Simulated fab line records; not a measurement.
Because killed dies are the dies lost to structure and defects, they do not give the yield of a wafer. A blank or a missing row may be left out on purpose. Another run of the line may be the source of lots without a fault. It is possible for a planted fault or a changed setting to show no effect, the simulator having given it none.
Matching of chambers ; flow nand_harc ; pecvd-02 running NHARC_A_CONTACT_DEP_85: 3 sister chambers
The step deposits SiON, target thk 50 nm. 22 wafers are shown with their chamber, then 11 later ones without.

== WAFERS WITH THEIR CHAMBER ==
wafer;chamber;heater_power_w (W);rf_fwd_power_W (W)
L075.1;2;629;348.9
L075.2;0;707;347.6
L075.3;1;734;349.7
L077.1;1;676;348.2
L077.2;2;641;347.9
L077.3;0;645;349.5
L078.1;1;825;347.6
L078.4;0;657;348.0
L078.6;2;760;348.8
L079.3;2;706;350.1
L079.4;0;701;347.4
L079.6;2;700;349.7
L081.1;1;784;349.8
L081.2;0;666;349.0
L081.4;1;792;347.2
L084.3;0;660;346.7
L084.4;1;730;348.9
L084.5;2;678;348.0
L087.1;2;733;348.3
L087.5;0;675;348.7
L087.6;1;685;348.3
L088.1;2;648;348.6

SIGNATURES (averages over the wafers above)
reading;chamber 0;chamber 1;chamber 2;scatter within a chamber
heater_power_w;673.00;746.57;686.88;44.2
rf_fwd_power_W;348.129;348.529;348.788;0.918
Rule: a wafer lies at a distance from a chamber equal to the root of the sum of squares, over the readings, of (its reading less the chamber's mean, divided by the reading's scatter). The wafer belongs to the nearest chamber; if the next one is less than 2 further off, it can't be placed. The scatter is the square root of a quotient: the sum, over the shown wafers, of each reading's squared deviation from its chamber's mean, divided by wafers minus chambers.

== WAFERS WHOSE CHAMBER IS MISSING ==
wafer;heater_power_w (W);rf_fwd_power_W (W)
L088.2;692;349.7
L088.4;688;346.0
L090.4;711;350.5
L090.5;807;348.2
L090.6;633;348.8
L094.1;803;350.2
L094.2;661;346.5
L094.3;768;348.5
L097.1;806;348.4
L097.4;718;348.4
L097.5;613;349.0

== WHICH CHAMBER EACH WENT THROUGH ==
wafer;from the rows above;in truth
L088.2;can't be placed: 2 or 0 or 1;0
L088.4;can't be placed: 0 or 2 or 1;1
L090.4;can't be placed: 2 or 1 or 0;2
L090.5;can't be placed: 1 or 2 or 0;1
L090.6;can't be placed: 0 or 2 or 1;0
L094.1;can't be placed: 1 or 2 or 0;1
L094.2;can't be placed: 0 or 2 or 1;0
L094.3;can't be placed: 1 or 2 or 0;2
L097.1;can't be placed: 1 or 2 or 0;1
L097.4;can't be placed: 1 or 2 or 0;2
L097.5;can't be placed: 0 or 2 or 1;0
Placed correctly: 0 of 11. Can't be placed from these rows: 11 (the true chamber is among the candidates in 11). Placed wrongly: 0.
